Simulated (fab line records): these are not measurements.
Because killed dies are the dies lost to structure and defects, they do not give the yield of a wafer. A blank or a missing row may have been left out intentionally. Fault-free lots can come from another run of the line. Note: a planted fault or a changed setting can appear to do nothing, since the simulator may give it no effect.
A lot that was struck, set against a sound lot ; flow n5 finfet ; 42 out of 1938 route steps
Sound: the wafers L157.3, L157.4, L157.6. Struck: wafer L164.1 (left out: L164.3, a lot-mate that was not struck); the cause follows at the end.
Per side, at each step with rows, come the tool, then ch with its chambers, and then its first start. Under that, the readings that differ: sound wafers ; struck wafers ; difference of the means ; sigmas: that difference in standard deviations of wafers without a fault.
alike: readings whose means differ by less than 2 such deviations, and words and numbers that are the same on both sides. not compared: withheld readings, readings that some wafer has no value for, bounds like >300 that may hide the same value, and numbers for which the record gives no deviation and whose values overlap.
The two part at a step that has a row with sigmas, a row that says differs or no value, or rows on one side only. When numbers do not overlap yet have no deviation, they are printed without sigmas and do not part them. Lack of a reading on every wafer of one side parts them only where that side has two or more wafers.

first, 9 steps without rows for these wafers: N5_BEOL_M4_ANNEAL_95 (time 240 s); N5_BEOL_M4_SPUTTER_96 (material Cu, target thk 4.5 nm, time 8.29 s); N5_BEOL_M4_ECD_50 (material Cu, target thk 300 nm); N5_BEOL_M4_ANNEAL_51 (time 90 s); N5_BEOL_M4_CMP_52 (polishes, stops on SiOC, t overpolish 6.8 s, target thk 40 nm); N5_BEOL_M4_PRE_CLEAN_60 (time 15 s); N5_BEOL_M4_CO_CAP_55 (material Co, precursor CCTBA/H2, target thk 2 nm, time 102.1 s); N5_BEOL_M4_PRE_CLEAN_56 (time 15 s); N5_BEOL_M4_DEP_57 (deposits SiCN from 3MS/NH3, target thk 8 nm, time 14 s).
N5_BEOL_M4_RC_MEAS_101:
  sound on prober-01 ch 0, day 9 04:04; struck on prober-02 ch 0, day 11 02:17
  alike: DIBL_N, DIBL_P, IOFF_N, IOFF_P, ION_N, ION_P, SS_N, SS_P, VT_N, VT_P
then, 24 steps without rows for these wafers: N5_BEOL_M5_ILD_DEP_00 (deposits SiCOH lowk from DEMS/porogen, target thk 140.64 nm, time 25.9 s); N5_BEOL_M5_CURE_79 (cures SiCOH lowk, time 240 s); N5_BEOL_M5_PECVD_70 (deposits SiO2 from TEOS/O2, target thk 16 nm, time 18 s); N5_BEOL_M5_HM_DEP_02 (deposits TiN, target thk 20 nm); N5_BEOL_M5_COAT_59 (time 60 s, resist thk 60 nm); N5_BEOL_M5_COAT_60 (time 60 s, resist thk 12 nm); N5_BEOL_M5_COAT_71 (time 60 s, resist thk 5 nm); N5_BEOL_M5_COAT_05 (resist thk 30 nm); N5_BEOL_M5_EBR_07; N5_BEOL_M5_SOFTBAKE_06 (time 60 s); N5_BEOL_M5_EXPOSE_08 (exposes mask M5, target cd 28 nm); N5_BEOL_M5_PEB_09 (peb time 60 s); N5_BEOL_M5_DEVELOP_10 (develop time 30 s); N5_BEOL_M5_DESCUM_16 (chemistry O2, time 7 s); N5_BEOL_M5_ETCH_72 (etches underlayer in N2/H2, target depth 6.5 nm, time 5.2 s); N5_BEOL_M5_ETCH_61 (etches SiARC in CF4, target depth 15.6 nm, time 26 s); N5_BEOL_M5_ETCH_62 (etches SOC in N2/H2, target depth 75 nm, overetch 15 nm, time 112.5 s); N5_BEOL_M5_STRIP_63 (strips in N2/H2); N5_BEOL_M5_STRIP_73 (strips in N2/H2); N5_BEOL_M5_STRIP_64 (strips in CF4); N5_BEOL_M5_HM_OPEN_17 (chemistry Cl2/BCl3, target TiN, target depth 20 nm, overetch 6 nm); N5_BEOL_M5_STRIP_19 (strips in O2); N5_BEOL_M5_COAT_65 (time 60 s, resist thk 60 nm); N5_BEOL_M5_COAT_66 (time 60 s, resist thk 12 nm).
N5_BEOL_M8_HM_DEP_02: deposits TiN, target thk 20 nm.
  struck on pvd sputter-01, day 12 09:14; sound on pvd sputter-01, day 10 08:55
reading;sound;struck;difference;sigmas
model.TiN_of_BEOL_M8_HM_DEP_02.thk nm (nm);19.8 19.8 19.6;27.6;+7.9;
  alike: throttle valve pct
N5_BEOL_M8_HM_OPEN_17: chemistry Cl2/BCl3, target TiN, target depth 20 nm, overetch 6 nm.
  sound on rie metal-03 ch 0,1, day 10 10:50; struck on rie metal-01 ch 0, day 12 10:16
reading;sound;struck;difference;sigmas
oes product au (a.u.);0.64 0.67 0.63;0.74;+0.09;+3
rf hours counter h (h);- - -;45;no value on the sound wafers;
model.etch.depth nm (nm);19.75 19.8 19.65;24.53;+4.80;
  alike: drypump motor current A, throttle valve pct
N5_BEOL_M8_VIA_ETCH_34: etches SiCOH lowk in C4F6/O2, target depth 125.5 nm, time 50.5 s.
  sound on rie diel-03 ch 0,1,3, day 10 13:43; struck on rie diel-05 ch 2, day 12 12:56
reading;sound;struck;difference;sigmas
drypump motor current A (A);5.9 6.3 5.5;4.8;-1.1;-2
oes product au (a.u.);0.88 0.93 0.95;0.40;-0.52;-6
rf vpp V (V);664 682 679;632;-43;-2
  alike: C4F6_flow_sccm, showerhead plenum p Torr, throttle valve pct
  not compared: rf hours counter h
N5_BEOL_M8_TRENCH_ETCH_37: etches SiCOH lowk in C4F6/O2, target depth 93.478 nm, time 31.2 s.
  sound: rie diel-03 ch 0,1,3; struck: rie diel-05 ch 2
reading;sound;struck;difference;sigmas
drypump motor current A (A);5.9 6.2 5.5;4.8;-1.1;-2
oes product au (a.u.);0.90 0.94 0.95;0.72;-0.21;-2
rf vpp V (V);664 682 680;633;-42;-2
model.TiN_of_BEOL_M8_HM_DEP_02.thk nm (nm);17 17 17;25;+8;
  alike: C4F6_flow_sccm, showerhead plenum p Torr, throttle valve pct
  not compared: rf hours counter h
N5_BEOL_M8_OCD_MEAS_38:
  struck on ocd-02, day 12 13:11; sound on ocd-01, day 10 13:58
reading;sound;struck;difference;sigmas
trench depth nm (nm);96.6 94.3 92.0;27.7;-66.6;-29
N5_BEOL_M8_THK_MEAS_53: measures by xrf.
  struck on film metro-02, day 12 15:32; sound on film metro-02, day 10 18:07
  not compared: M8_THK
N5_BEOL_M8_RS_MEAS_57: a four-point-probe measurement.
  struck on film metro-02, day 12 15:40; sound on film metro-01, day 10 18:14
  not compared: M8_RS
-- record jumps: 3 days separate the struck wafers' starts on either side; left off in module BEOL_M8, taken up again in module PASSIVATION, whose first shown step is the route's number 1936 --
N5_PASSIVATION_PROBE_49:
  rows exist in the record for the struck wafers here (prober-01, day 15 05:41), but not for the sound ones

== WHERE THEY PART ==
First at N5_BEOL_M8_HM_OPEN_17; last, within this record, at N5_PASSIVATION_PROBE_49.

WHY: the cause the simulator had injected
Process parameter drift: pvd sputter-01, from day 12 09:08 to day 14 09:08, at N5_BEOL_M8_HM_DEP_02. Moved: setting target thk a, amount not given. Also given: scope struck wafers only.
